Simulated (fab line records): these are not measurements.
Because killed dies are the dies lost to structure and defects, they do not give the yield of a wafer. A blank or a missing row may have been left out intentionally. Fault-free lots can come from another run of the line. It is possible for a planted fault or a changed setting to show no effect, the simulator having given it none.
A lot that was struck, set against a sound lot || flow n5Finfet || 19 steps out of a route of 1938
Sound: these wafers, L980.1, L980.5, L980.6. Wafers struck: L990.4, L990.5, L990.6. The cause comes at the end.
At each step with rows: each side's tool, then ch and its chambers, then its first start. Under that, the readings that differ: sound wafers || struck wafers || difference of the means || sigmas: that difference in standard deviations of wafers without a fault.
alike: readings whose means differ by less than 2 such deviations, and words and numbers that are the same on both sides. not compared: withheld readings, readings that some wafer has no value for, bounds like >300 that may hide the same value, and numbers for which the record gives no deviation and whose values overlap.
The two part at a step that has a row with sigmas, a row that says differs or no value, or rows on one side only. Numbers that have no deviation but don't overlap get no sigmas and don't part them. A reading that every wafer of one side lacks parts them only if that side has two wafers or more.

N5_BEOL_M11_CMP_52: polishes, stops on SiCOH lowk, t overpolish 7 s, target thk 140 nm.
  sound on cmp-02 ch 1,2,3, day 13 20:05; struck on cmp-03 ch 0,1,3, day 16 11:49
  alike: barrierFieldEndpointS, motorCurrentA, overpolishRunS, slurryFilterDpKPa, slurryFlowMlMin, timeToEndpointS
N5_BEOL_M11_THK_MEAS_53: measures by xrf.
  sound on filmMetro-01, day 13 20:18; struck on filmMetro-01, day 16 12:00
  alike: M11_THK
then, 1 step without rows for these wafers: N5_BEOL_M11_PRE_CLEAN_55 (time 15 s).
N5_BEOL_M11_DEP_56: deposits SiCN from 3MS/NH3, target thk 30 nm, time 10.5 s.
  sound on pecvd-04 ch 0,1,2, day 13 20:22; struck on pecvd-04 ch 0,1,2, day 16 12:05
  alike: showerheadPlenumPTorr, throttleValvePct
N5_BEOL_M11_RS_MEAS_57: the measuring method here is four-point-probe.
  sound on filmMetro-01, day 13 20:25; struck on filmMetro-02, day 16 12:08
  alike: M11_RS
N5_BEOL_M11_INSPECT_58: inspects for defects (darkfield).
  sound on defectInspect-02, day 13 20:27; struck on defectInspect-01, day 16 12:09
  alike: rawDefectCount
N5_BEOL_M12_ILD_DEP_00: deposits SiOC from DEMS/O2, target thk 658.92 nm, time 130.7 s.
  sound on pecvd-04 ch 0,1, day 13 20:29; struck on pecvd-01 ch 0,1,2, day 16 12:14
{"reading": "heaterPowerW (W)", "sound": "626 648 424", "struck": "397 431 435", "difference": -145, "sigmas": -2}
  alike: showerheadPlenumPTorr, throttleValvePct
N5_BEOL_M12_THK_MEAS_01:
  sound on filmMetro-01, day 13 20:37; struck on filmMetro-02, day 16 12:19
  alike: M12_ILD_THK
then, 4 steps without rows for these wafers: N5_BEOL_M12_COAT_58 (time 60 s, resist thk 89 nm); N5_BEOL_M12_COAT_04 (resist thk 400 nm); N5_BEOL_M12_EBR_06; N5_BEOL_M12_SOFTBAKE_05 (time 60 s).
N5_BEOL_M12_EXPOSE_07: exposes mask V11.
  sound on krfScanner-02 ch 0, day 13 20:45; struck on krfScanner-02 ch 0, day 16 12:28
{"reading": "model.BEOL_M12.overlayXNm (nm)", "sound": "-1.6 -1.6 -1.6", "struck": "18.2 18.2 18.2", "difference": "+19.8", "sigmas": ""}
  alike: mask
then, 3 steps without rows for these wafers: N5_BEOL_M12_PEB_08 (peb time 90 s); N5_BEOL_M12_DEVELOP_09 (develop time 45 s); N5_BEOL_M12_HARDBAKE_14 (time 120 s).
N5_BEOL_M12_CD_MEAS_10 targets a cd of 140 nm.
  sound on cdSem-03 ch 0, day 13 20:55; struck on cdSem-01 ch 0, day 16 12:38
  alike: cdNm
N5_BEOL_M12_OVL_MEAS_11:
  sound on overlay-01 ch 0, day 13 20:57; struck on overlay-02 ch 0, day 16 12:39
{"reading": "V11_OVL (nm)", "sound": "-5 -1 -12", "struck": "15 17 18", "difference": "+23", "sigmas": "+4"}
N5_BEOL_M12_INSPECT_12: inspects for defects (macro).
  sound on defectInspect-01, day 13 20:58; struck on defectInspect-02, day 16 12:41
  alike: rawDefectCount

== WHERE THEY PART ==
Earliest at N5_BEOL_M12_ILD_DEP_00; latest, in this record, at N5_BEOL_M12_OVL_MEAS_11. Later steps at which nothing parts them and some readings are alike: N5_BEOL_M12_INSPECT_12.

WHY: what the simulator had put in
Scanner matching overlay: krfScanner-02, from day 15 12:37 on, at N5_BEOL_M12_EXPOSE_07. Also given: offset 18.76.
